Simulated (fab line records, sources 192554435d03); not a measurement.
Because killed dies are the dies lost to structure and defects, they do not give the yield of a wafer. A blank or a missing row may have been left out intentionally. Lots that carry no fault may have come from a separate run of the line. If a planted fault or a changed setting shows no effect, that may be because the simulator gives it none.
Split-lot experiment | flow n5 finfet | 21 wafers read from 7 lots, route of 1938 steps

## ON THE SPLIT
At N5_HKMG_FIN_EXPOSE_46 (exposes mask NDIPOLE), the setting dose mj was moved away from the recipe's 40 on 3 of the 21 wafers read, by -7.0% to +2.6%. This setting was run at the recipe's value on the other wafers.

## FROM THE SPLIT TO THE READING: what the file shows between them, 2 steps
- N5_HKMG_FIN_PEB_47: peb time 60 s
- N5_HKMG_FIN_DEVELOP_48: develop time 30 s

## THE READING
cd nm at N5_HKMG_FIN_CD_MEAS_49, given in nm (cd target 202 nm). On this fab line, fault-free wafers typically give 202.2 nm with a standard deviation of 0.57 nm.

wafer  | tool, chamber at the split | dose mj as run | against the recipe | cd nm, nm | against lot-mates on the recipe
L078.1 | arfi scanner-02, 0         | 41.03          | +2.6%              | 203.5     | +1.6
L078.2 | arfi scanner-02, 0         | 40             | recipe             | 202.0     | -
L078.6 | arfi scanner-02, 0         | 40             | recipe             | 201.9     | -
L079.4 | arfi scanner-03, 0         | 40             | recipe             | 201.7     | -
L079.5 | arfi scanner-03, 0         | 40             | recipe             | 202.3     | -
L079.6 | arfi scanner-03, 0         | 40             | recipe             | 202.2     | -
L082.2 | arfi scanner-03, 0         | 40             | recipe             | 202.3     | -
L082.4 | arfi scanner-03, 0         | 40             | recipe             | 201.6     | -
L082.6 | arfi scanner-03, 0         | 40             | recipe             | 201.7     | -
L088.2 | arfi scanner-02, 0         | 40             | recipe             | 202.4     | -
L088.5 | arfi scanner-02, 0         | 40             | recipe             | 202.4     | -
L088.6 | arfi scanner-02, 0         | 40             | recipe             | 202.6     | -
L090.2 | arfi scanner-02, 0         | 40             | recipe             | 202.7     | -
L090.3 | arfi scanner-02, 0         | 37.21          | -7.0%              | 197.0     | -5.7
L090.6 | arfi scanner-02, 0         | 37.21          | -7.0%              | 197.6     | -5.1
L092.1 | arfi scanner-03, 0         | 40             | recipe             | 202.0     | -
L092.5 | arfi scanner-03, 0         | 40             | recipe             | 202.4     | -
L092.6 | arfi scanner-03, 0         | 40             | recipe             | 201.8     | -
L094.3 | arfi scanner-01, 0         | 40             | recipe             | 202.2     | -
L094.5 | arfi scanner-01, 0         | 40             | recipe             | 202.4     | -
L094.6 | arfi scanner-01, 0         | 40             | recipe             | 202.1     | -

THE FIT
A straight line over all 21 wafers: cd nm changes by +0.681 nm for each +1% of dose mj; r = +0.98; the points scatter about the line by 0.33 nm.
The same after taking each lot's own level away (the mean of its wafers on the recipe; 21 wafers): +0.76 nm for each +1%; r = +0.99; scatter 0.24 nm.
Per that fit: largest dose mj move, reading shift of 5.3 nm.
The lots' own levels span 201.87 to 202.70 nm, that is 1.5 times the standard deviation above.
In other words, the slope is changed by the lot-to-lot level; the two fits disagree.
Check: for one of the wafers moved furthest among these (-7.0%), held out of the fit, the line's prediction against its lot-mates is -5 nm. Against them it came out at -5.7 nm.

## OTHER SPLITS APPLIED TO THESE WAFERS
Other splits were also applied to these wafers ahead of the reading. Each is held against what the fit with the lots' levels taken away leaves over:
other split on the same wafers | wafers away from the commonest value | r with cd nm (lot level and that fit taken away)
N5_SD_EPI_N_PEB_07 peb time s  | 8                                    | +0.13
N5_ILD0_ALD_15 ald cycles      | 8                                    | -0.12
N5_HKMG_FIN_COAT_41 spin rpm   | 11                                   | -0.06

## THE WHOLE CHAIN: every reading that the file lists as answering this split, in the file's order
step                   | what it does                                           | reading                                                                | change (the file's fit)               | r (the file's)
N5_HKMG_FIN_CD_MEAS_49 | target cd 202 nm                                       | cd nm                                                                  | +0.754 nm for each +1% of the setting | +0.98
N5_HKMG_FIN_ETCH_54    | etches SiARC in CF4, target depth 45.5 nm, time 75.8 s | HKMG_FIN.cd offset nm (the simulator's own value, which no gauge read) | +0.693 nm for each +1% of the setting | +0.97

## THE FILE'S OWN FIT
cd nm changes by +0.754 nm for each +1% of dose mj, r = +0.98.
